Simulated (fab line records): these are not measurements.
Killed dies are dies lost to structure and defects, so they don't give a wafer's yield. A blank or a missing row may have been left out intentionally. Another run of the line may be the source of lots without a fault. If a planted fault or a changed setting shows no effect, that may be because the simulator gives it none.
Chamber matching / flow nand_harc / 4 sister chambers for NHARC_A_CONTACT_ALD_18 on ald_metal-02
The step deposits TiN, target thk 3 nm, pulse time 1 s, ald cycles 150. 8 wafers are shown with their chamber, then 12 later ones without.

== WAFERS PAIRED WITH THEIR CHAMBERS ==
wafer=L083.6; chamber=2; heater_power_w (W)=1088; precursor_pulse_height_rel=1.011
wafer=L085.3; chamber=3; heater_power_w (W)=985; precursor_pulse_height_rel=0.989
wafer=L085.6; chamber=0; heater_power_w (W)=1117; precursor_pulse_height_rel=1.001
wafer=L088.4; chamber=3; heater_power_w (W)=974; precursor_pulse_height_rel=1.002
wafer=L088.6; chamber=1; heater_power_w (W)=1175; precursor_pulse_height_rel=0.978
wafer=L091.1; chamber=1; heater_power_w (W)=1189; precursor_pulse_height_rel=1.015
wafer=L091.2; chamber=0; heater_power_w (W)=1114; precursor_pulse_height_rel=1.007
wafer=L091.3; chamber=2; heater_power_w (W)=1087; precursor_pulse_height_rel=1.014

== WAFERS WHOSE CHAMBER IS MISSING ==
wafer=L094.3; heater_power_w (W)=1129; precursor_pulse_height_rel=0.973
wafer=L094.4; heater_power_w (W)=977; precursor_pulse_height_rel=0.996
wafer=L094.5; heater_power_w (W)=1082; precursor_pulse_height_rel=1.006
wafer=L094.1; heater_power_w (W)=1077; precursor_pulse_height_rel=1.031
wafer=L094.2; heater_power_w (W)=1203; precursor_pulse_height_rel=0.990
wafer=L094.6; heater_power_w (W)=981; precursor_pulse_height_rel=0.987
wafer=L092.2; heater_power_w (W)=1206; precursor_pulse_height_rel=0.990
wafer=L092.4; heater_power_w (W)=1092; precursor_pulse_height_rel=1.001
wafer=L092.6; heater_power_w (W)=1105; precursor_pulse_height_rel=1.016
wafer=L095.2; heater_power_w (W)=1097; precursor_pulse_height_rel=1.005
wafer=L095.3; heater_power_w (W)=1176; precursor_pulse_height_rel=0.994
wafer=L095.6; heater_power_w (W)=1116; precursor_pulse_height_rel=0.989

== WHICH CHAMBER EACH WENT THROUGH ==
wafer=L094.3; from the rows above=0; in truth=0
wafer=L094.4; from the rows above=3; in truth=3
wafer=L094.5; from the rows above=2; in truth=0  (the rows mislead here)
wafer=L094.1; from the rows above=2; in truth=2
wafer=L094.2; from the rows above=1; in truth=1
wafer=L094.6; from the rows above=3; in truth=3
wafer=L092.2; from the rows above=1; in truth=1
wafer=L092.4; from the rows above=2; in truth=2
wafer=L092.6; from the rows above=can't be placed: 0 or 2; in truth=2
wafer=L095.2; from the rows above=can't be placed: 2 or 0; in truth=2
wafer=L095.3; from the rows above=1; in truth=1
wafer=L095.6; from the rows above=0; in truth=0
Correctly placed: 9 of 12. Unplaceable from these rows: 2, with the true chamber sitting among the candidates in 2. Wrongly placed: 1.
How it was worked out, from the rows above alone: a wafer's distance from a chamber is the root of the sum, over the readings, of the square of ((its reading less the chamber's mean) divided by the reading's scatter). The wafer belongs to the nearest chamber; if the next one is less than 2 further off, it can't be placed. A chamber's mean is the mean of its shown wafers. The scatter is the square root of a quotient: the sum, over the shown wafers, of each reading's squared deviation from its chamber's mean, divided by wafers minus chambers.
